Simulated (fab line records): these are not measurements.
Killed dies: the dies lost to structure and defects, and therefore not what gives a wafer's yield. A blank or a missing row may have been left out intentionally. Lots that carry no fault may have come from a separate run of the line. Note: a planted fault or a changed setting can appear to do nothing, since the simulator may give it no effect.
Which tool was responsible? ; flow nand-harc ; 6 lots, 18 wafers sampled, at 3 steps of a route of 1302

## WHAT THE GAUGES SHOWED, per wafer
NHARC_A_ONON_D1_THK_MEAS_05: measures by ellipsometry.
lot;measured;on;thk-nm (nm)
L310;day 7 19:34;film-metro-02;1017 1016 1017
L311;day 8 23:47;film-metro-01;1001 1001 1001
L314;day 9 20:56;film-metro-02;1006 1006 1005
L319;day 11 22:08;film-metro-02;1561 1560 1559 1560 1559 1560
L326;day 14 20:15;film-metro-02;987 987 985
L329;day 15 23:11;film-metro-01;989 987 986

## WHAT TOOL EACH LOT RAN ON (gives the tool, then ch and the chambers of the sampled wafers, and finally the start)
lot;NHARC_A_ZERO_WELL_RTA_16;NHARC_A_ONON_D1_DEP_03
L310;rtp-anneal-01 ch 0, day 6 23:47;pecvd-onon-01 ch 0, day 7 19:04
L311;rtp-anneal-01 ch 0, day 8 02:52;pecvd-onon-04 ch 0, day 8 23:16
L314;rtp-anneal-01 ch 0, day 8 23:25;pecvd-onon-03 ch 0, day 9 20:32
L319;rtp-anneal-01 ch 0, day 11 00:58;pecvd-onon-03 ch 0, day 11 21:45
L326;rtp-anneal-02 ch 0, day 13 23:29;pecvd-onon-03 ch 0, day 14 19:48
L329;rtp-anneal-01 ch 0, day 14 23:43;pecvd-onon-03 ch 0, day 15 22:44
- NHARC_A_ZERO_WELL_RTA_16: time 10 s.
- NHARC_A_ONON_D1_DEP_03: target thk 1000 nm.

## THE ANSWER, worked out from the rows above alone
Rule: the usual values come from the lots themselves. The widest of any qualifying gaps counts: lots, ordered by their means at a reading, are off when they make up no more than a third of the lots, leave a main group of 4 or more, and stand apart from it by 3 or more times the standard deviation of that group's means. A main group is skipped when, at the precision printed for the reading in the tables above, its means are all equal. A lot without any number at a reading at which 4 lots or more have one is off too. Where the step has rows for the other lots, those lots are counted as sound.
Off: L319 (NHARC_A_ONON_D1_THK_MEAS_05, thk-nm). Main group: mean 999 nm, sd 11.
A tool fits if, at a process step before that reading, it ran every lot that is off, and no sound lot after the first of them. The gauges at NHARC_A_ONON_D1_THK_MEAS_05 are tried like those tools. Not one of the candidates tried fits.

## WHAT THE SIMULATOR HAD INSERTED
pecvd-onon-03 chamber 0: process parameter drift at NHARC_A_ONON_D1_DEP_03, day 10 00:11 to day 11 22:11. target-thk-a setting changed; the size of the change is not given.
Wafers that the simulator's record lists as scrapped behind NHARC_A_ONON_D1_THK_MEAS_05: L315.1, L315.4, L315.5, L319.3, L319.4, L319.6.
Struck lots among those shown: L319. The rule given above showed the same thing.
